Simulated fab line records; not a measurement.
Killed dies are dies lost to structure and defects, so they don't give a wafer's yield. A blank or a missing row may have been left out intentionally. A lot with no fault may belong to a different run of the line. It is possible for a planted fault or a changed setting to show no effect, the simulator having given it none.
fab line records ; flow nand_harc ; part 2 of 2: steps 5 to 6 of 6
[record] lots = 21; wafers = 63; last_day = 33
route steps=1302 shown A_CHANNEL_HOLE_D1@479 A_CHANNEL_FILL_D1@499 A_DECK1_JOINT@518 A_CHANNEL_HOLE_D2@587
lots with no fault: from the same line, run without faults
start_h: hours from the record's opening day to when the first of the lot's shown wafers began ; wait_h: time in hours since the lot's previous step ; " the same as in the row above ; L1.1+2: several wafers, shown together as one row ; - no value, or no start was given ; * or withheld: withheld ; < > ~ a bound
route shown NAME@n: a module of which the file shows steps, and the number in the route of the first ; usual: the fault-free wafers' mean and standard deviation ; same: alike in all rows ; chamber/n: place in a boat ; sites: each site's reading ; _std_site: standard deviation of those values ; _edge_site: outer sites' mean less inner sites' ; radius_mm: for every site, how far away it sits from the centre of the wafer ; mask NAME#n: copy n ; behind: tool/chamber where the wafer was last shaped ; hold: why the lot went on hold/how many hours it stayed there/how the hold came to an end ; device: whichever transistor did not switch (one of n, p or np) ; end of line: the route-end tests of the same wafers ; a step without rows: its recipe alone ; killed: not the wafer's yield, but the dies lost to structure and defects at the first sort ; map: dies across one wafer; x = killed, . = not, _ = none there
set.NAME: the run value of the setting; set.NAME@STEP: its run value at that earlier step ; model.NAME: the simulator's own value behind a step, which no gauge read
steps of the route over a sample of lots; a table a step, a row a wafer
services: a tool's chamber out of use, with start hour (start_h, from the record's first day; less than 0 if before it), hours out, and reason
[[steps]]
[step NHARC_A_CHANNEL_HOLE_D2_ETCH_26]
[recipe] bias_v = 300; source_w = 2000; pressure_mtorr = 30; time_s = 224.1; ar_flow_sccm = 375; c4f8_flow_sccm = 11.4; o2_flow_sccm = 113.6; temp_c = -20; target_depth_a = 3000; chemistry = C4F8/O2/Ar
[usual] drypump_motor_current_A = 5.7/0.55; showerhead_plenum_p_Torr = 3.68/0.045; throttle_valve_pct = 24.584/0.0097
lot.wafer;tool;chamber;start_h;wait_h;drypump_motor_current_A;rf_hours_counter_h;showerhead_plenum_p_Torr;throttle_valve_pct
L074.1;har_etch-02;0;299.12;0.6;6.3;359;3.78;24.600
L074.4;har_etch-02;1;299.12;0.6;5.1;-;3.71;24.591
L074.3;har_etch-02;0;299.12;0.6;6.3;-;3.78;24.585
L075.4;har_etch-02;0;319.29;0.5;6.3;-;3.78;24.578
L075.3;har_etch-02;1;319.29;0.5;5.1;-;3.71;24.583
L075.6;har_etch-02;1;319.29;0.5;5.1;-;3.71;24.585
L077.2;har_etch-01;0;320.85;0.7;6.1;156;3.67;24.577
L077.1;har_etch-01;1;320.85;0.7;5.1;156;3.69;24.572
L077.5;har_etch-01;0;320.85;0.7;6.1;-;3.67;24.566
L079.2;har_etch-02;1;339.37;0.6;5.1;382;3.70;24.578
L079.3;har_etch-02;1;339.37;0.6;5.1;-;3.70;24.608
L079.5;har_etch-02;1;339.37;0.6;5.1;-;3.70;24.594
L078.2;har_etch-01;1;339.64;0.6;5.2;168;3.69;24.574
L078.3;har_etch-01;1;339.64;0.6;5.1;-;3.69;24.586
L078.6;har_etch-01;1;339.64;0.6;5.1;-;3.69;24.573
L080.1;har_etch-01;0;350.69;0.7;6.1;175;3.66;24.587
L080.3;har_etch-01;1;350.69;0.7;5.2;-;3.68;24.593
L080.6;har_etch-01;0;350.69;0.7;6.1;-;3.66;24.585
L081.1;har_etch-01;1;360.32;0.6;5.2;183;3.68;24.596
L081.3;har_etch-01;0;360.32;0.6;6.1;-;3.65;24.583
L081.5;har_etch-01;1;360.32;0.6;5.2;-;3.68;24.573
L083.2;har_etch-01;0;397.12;0.6;6.1;198;3.65;24.596
L083.4;har_etch-01;1;397.12;0.6;5.1;-;3.67;24.590
L083.5;har_etch-01;0;397.12;0.6;6.1;-;3.65;24.612
L082.1;har_etch-02;0;402.48;0.7;6.3;8;3.75;24.576
L082.4;har_etch-02;1;402.48;0.7;5.1;-;3.68;24.574
L082.5;har_etch-02;1;402.48;0.7;5.1;-;3.68;24.575
L084.1;har_etch-01;1;411.29;0.7;5.2;210;3.66;24.588
L084.3;har_etch-01;1;411.29;0.7;5.1;-;3.66;24.604
L084.4;har_etch-01;0;411.29;0.7;6.1;-;3.64;24.582
L085.2;har_etch-02;1;412.98;0.6;5.1;15;3.68;24.560
L085.3;har_etch-02;0;412.98;0.6;6.2;-;3.74;24.588
L085.4;har_etch-02;1;412.98;0.6;5.1;-;3.68;24.596
L086.1;har_etch-02;0;435.87;0.6;6.3;30;3.74;24.577
L086.4;har_etch-02;1;435.87;0.6;5.1;-;3.67;24.583
L086.5;har_etch-02;0;435.87;0.6;6.3;-;3.74;24.573
L089.2;har_etch-01;1;444.53;0.6;5.1;229;3.65;24.588
L089.6;har_etch-01;0;444.53;0.6;6.1;-;3.63;24.562
L089.5;har_etch-01;1;444.53;0.6;5.2;-;3.65;24.582
L087.1;har_etch-02;1;456.04;0.7;5.1;42;3.66;24.583
L087.2;har_etch-02;0;456.04;0.7;6.3;42;3.73;24.585
L087.3;har_etch-02;0;456.04;0.7;6.3;-;3.73;24.578
L091.2;har_etch-02;0;467.42;0.6;6.3;46;3.73;24.583
L091.6;har_etch-02;1;467.42;0.6;5.1;-;3.66;24.574
L091.5;har_etch-02;0;467.42;0.6;6.3;-;3.73;24.596
L090.1;har_etch-01;1;467.42;0.6;5.2;244;3.64;24.571
L090.4;har_etch-01;1;467.42;0.6;5.1;-;3.64;24.577
L090.5;har_etch-01;0;467.42;0.6;6.2;-;3.62;24.597
L092.3;har_etch-02;1;486.68;0.5;5.1;-;3.65;24.568
L092.6;har_etch-02;1;486.68;0.5;5.1;-;3.65;24.570
L092.5;har_etch-02;0;486.68;0.5;6.3;-;3.72;24.568
L094.1;har_etch-01;0;517.00;0.7;6.1;275;3.60;24.582
L094.2;har_etch-01;1;517.00;0.7;5.2;275;3.63;24.580
L094.3;har_etch-01;1;517.00;0.7;5.1;-;3.63;24.592
L096.2;har_etch-02;0;517.57;0.7;6.3;80;3.71;24.579
L096.4;har_etch-02;0;517.57;0.7;6.3;-;3.71;24.583
L096.5;har_etch-02;1;517.57;0.7;5.1;-;3.64;24.577
L095.2;har_etch-01;0;521.18;0.7;6.1;279;3.60;24.589
L095.4;har_etch-01;0;521.18;0.7;6.2;-;3.60;24.583
L095.5;har_etch-01;0;521.18;0.7;6.1;-;3.60;24.569
L097.1;har_etch-02;0;527.80;0.6;6.2;84;3.71;24.591
L097.5;har_etch-02;1;527.80;0.6;5.1;-;3.64;24.597
L097.6;har_etch-02;0;527.80;0.6;6.3;-;3.71;24.588
[step NHARC_A_CHANNEL_HOLE_D2_STRIP_28]
[recipe] o2_flow_sccm = 500; ar_flow_sccm = 0; bias_w = 0; chemistry = O2
[usual] drypump_motor_current_A = 5.7/0.36; oes_product_au = 0.999/0.0078; rf_vpp_V = 57.7/0.89; showerhead_plenum_p_Torr = 3.51/0.15; throttle_valve_pct = 17.036/0.011
[same] bias_w = 0
lot.wafer;tool;chamber;start_h;wait_h;drypump_motor_current_A;oes_product_au;rf_hours_counter_h;rf_vpp_V;showerhead_plenum_p_Torr;throttle_valve_pct
L074.4;rie_diel-10;1;-;-;5.4;0.998;2.9;59.5;3.64;17.037
L074.3;rie_diel-10;2;-;-;5.6;0.990;2.5;56.1;3.36;17.050
L074.1;rie_diel-10;3;-;-;5.9;1.005;2.6;57.9;3.61;17.038
L075.4;rie_diel-10;3;-;-;5.9;1.017;3.6;58.8;3.61;17.039
L075.3;rie_diel-10;1;-;-;5.5;0.993;4.4;57.4;3.64;17.035
L075.6;rie_diel-10;2;-;-;5.6;0.987;-;57.8;3.36;17.030
L077.2;rie_diel-02;0;-;-;5.6;1.004;4.8;57.8;3.65;17.022
L077.1;rie_diel-02;3;-;-;5.8;0.997;4.2;56.9;3.61;17.036
L077.5;rie_diel-02;0;-;-;5.6;1.006;-;58.0;3.65;17.032
L079.3;rie_diel-10;0;-;-;6.2;0.998;5.3;58.7;3.71;17.026
L079.2;rie_diel-10;1;-;-;5.4;0.993;5.6;57.7;3.64;17.032
L079.5;rie_diel-10;3;-;-;5.9;1.003;-;58.4;3.61;17.037
L078.2;rie_diel-10;2;-;-;5.6;0.995;5.1;57.5;3.36;17.041
L078.3;rie_diel-10;0;-;-;6.2;0.987;5.5;56.8;3.71;17.060
L078.6;rie_diel-10;2;-;-;5.6;1.006;-;58.2;3.36;17.030
L080.3;rie_diel-13;3;-;-;6.2;1.004;0.0;58.3;3.55;17.046
L080.1;rie_diel-13;0;-;-;5.8;0.995;0.0;58.7;3.43;17.040
L080.6;rie_diel-13;1;-;-;4.9;0.992;-;57.7;3.39;17.032
L081.1;rie_diel-10;3;-;-;5.9;1.010;6.0;58.2;3.61;17.040
L081.3;rie_diel-10;0;-;-;6.2;0.990;6.3;58.9;3.71;17.043
L081.5;rie_diel-10;0;-;-;6.2;0.993;-;58.2;3.71;17.026
L083.2;rie_diel-10;2;-;-;5.6;0.998;6.6;57.3;3.36;17.026
L083.4;rie_diel-10;3;-;-;5.9;1.013;7.4;57.8;3.61;17.037
L083.5;rie_diel-10;1;-;-;5.4;0.994;-;58.2;3.64;17.053
L082.4;rie_diel-02;1;-;-;5.9;0.997;0.1;57.7;3.32;17.031
L082.1;rie_diel-02;2;-;-;5.3;0.997;0.1;58.6;3.32;17.035
L082.5;rie_diel-02;3;-;-;5.8;1.000;-;58.5;3.61;17.030
L084.4;rie_diel-13;1;-;-;4.9;0.989;1.8;57.0;3.39;17.035
L084.3;rie_diel-13;2;-;-;6.2;1.004;3.8;57.9;3.38;17.045
L084.1;rie_diel-13;3;-;-;6.3;0.996;3.7;57.4;3.55;17.048
L085.3;rie_diel-02;2;-;-;5.3;1.001;0.4;57.2;3.32;17.014
L085.2;rie_diel-02;3;-;-;5.8;1.003;0.4;57.9;3.61;17.023
L085.4;rie_diel-02;0;-;-;5.6;1.002;0.4;59.2;3.64;17.034
L086.1;rie_diel-10;2;-;-;5.6;0.995;0.4;57.0;3.36;17.039
L086.4;rie_diel-10;3;-;-;5.9;0.997;0.3;57.3;3.61;17.035
L086.5;rie_diel-10;3;-;-;5.9;1.001;-;58.1;3.61;17.037
L089.2;rie_diel-13;3;-;-;6.3;0.999;7.7;58.3;3.55;17.026
L089.6;rie_diel-13;3;-;-;6.3;0.999;-;57.6;3.55;17.047
L089.5;rie_diel-13;0;-;-;5.8;1.002;-;58.6;3.42;17.030
L087.1;rie_diel-10;1;-;-;5.4;0.994;2.2;57.4;3.64;17.039
L087.3;rie_diel-10;2;-;-;5.6;0.992;2.0;58.0;3.35;17.042
L087.2;rie_diel-10;3;-;-;5.9;0.996;1.9;58.3;3.61;17.025
L091.2;rie_diel-10;2;-;-;5.6;1.000;2.2;57.8;3.35;17.026
L091.5;rie_diel-10;1;-;-;5.4;0.987;-;57.7;3.64;17.044
L091.6;rie_diel-10;2;-;-;5.6;1.001;-;57.5;3.35;17.038
L090.1;rie_diel-02;3;-;-;5.8;0.994;4.9;56.5;3.60;17.043
L090.4;rie_diel-02;0;-;-;5.6;1.004;4.1;58.1;3.64;17.046
L090.5;rie_diel-02;2;-;-;5.3;1.003;-;57.0;3.32;17.018
L092.3;rie_diel-02;0;-;-;5.6;1.000;5.4;56.8;3.64;17.030
L092.5;rie_diel-02;2;-;-;5.3;0.993;-;57.8;3.32;17.035
L092.6;rie_diel-02;3;-;-;5.8;0.998;-;58.1;3.60;17.015
L094.2;rie_diel-02;2;518.13;0.1;5.3;1.003;7.1;57.6;3.32;17.029
L094.1;rie_diel-02;0;518.13;0.1;5.6;1.008;7.8;57.0;3.64;17.040
L094.3;rie_diel-02;0;518.13;0.1;5.6;1.011;-;58.3;3.64;17.048
L096.4;rie_diel-10;0;-;-;6.2;1.007;5.1;58.9;3.71;17.045
L096.2;rie_diel-10;3;-;-;5.9;1.013;4.9;54.6;3.61;17.045
L096.5;rie_diel-10;0;-;-;6.2;1.017;-;58.3;3.71;17.049
L095.4;rie_diel-10;2;-;-;5.6;1.000;5.3;56.7;3.35;17.035
L095.2;rie_diel-10;0;-;-;6.2;1.000;5.3;57.2;3.71;17.030
L095.5;rie_diel-10;3;-;-;5.9;1.011;-;59.8;3.61;17.043
L097.1;rie_diel-13;3;-;-;6.3;1.011;0.0;57.1;3.55;17.038
L097.6;rie_diel-13;1;-;-;4.8;1.004;-;56.8;3.38;17.032
L097.5;rie_diel-13;2;-;-;6.2;0.998;-;57.2;3.37;17.041
[[services]]
tool;chamber;start_h;hours;kind
rie_diel-13;-;165.00;9.0;pm
rie_diel-02;3;171.10;1.5;repair
rie_diel-10;2;176.43;4.4;repair
rie_diel-02;1;182.21;2.4;repair
rie_diel-10;3;190.67;5.9;repair
rie_diel-10;2;200.29;5.1;repair
rie_diel-02;-;216.70;9.0;pm
rie_diel-10;-;242.50;9.0;pm
rie_diel-13;1;242.72;8.6;repair
rie_diel-13;3;262.99;15.8;repair
rie_diel-02;3;274.27;21.3;repair
rie_diel-02;2;287.09;22.8;repair
rie_diel-13;3;292.77;2.9;repair
rie_diel-13;2;295.12;15.4;repair
rie_diel-13;0;295.13;13.1;repair
rie_diel-10;0;325.27;2.8;repair
rie_diel-02;3;344.89;11.9;repair
har_etch-02;-;377.14;17.0;pm
rie_diel-02;1;379.89;5.8;repair
rie_diel-10;2;387.32;2.7;repair
rie_diel-02;-;393.70;9.0;pm
rie_diel-10;-;419.50;9.0;pm
rie_diel-02;3;513.95;4.3;repair
rie_diel-02;1;517.87;12.6;repair
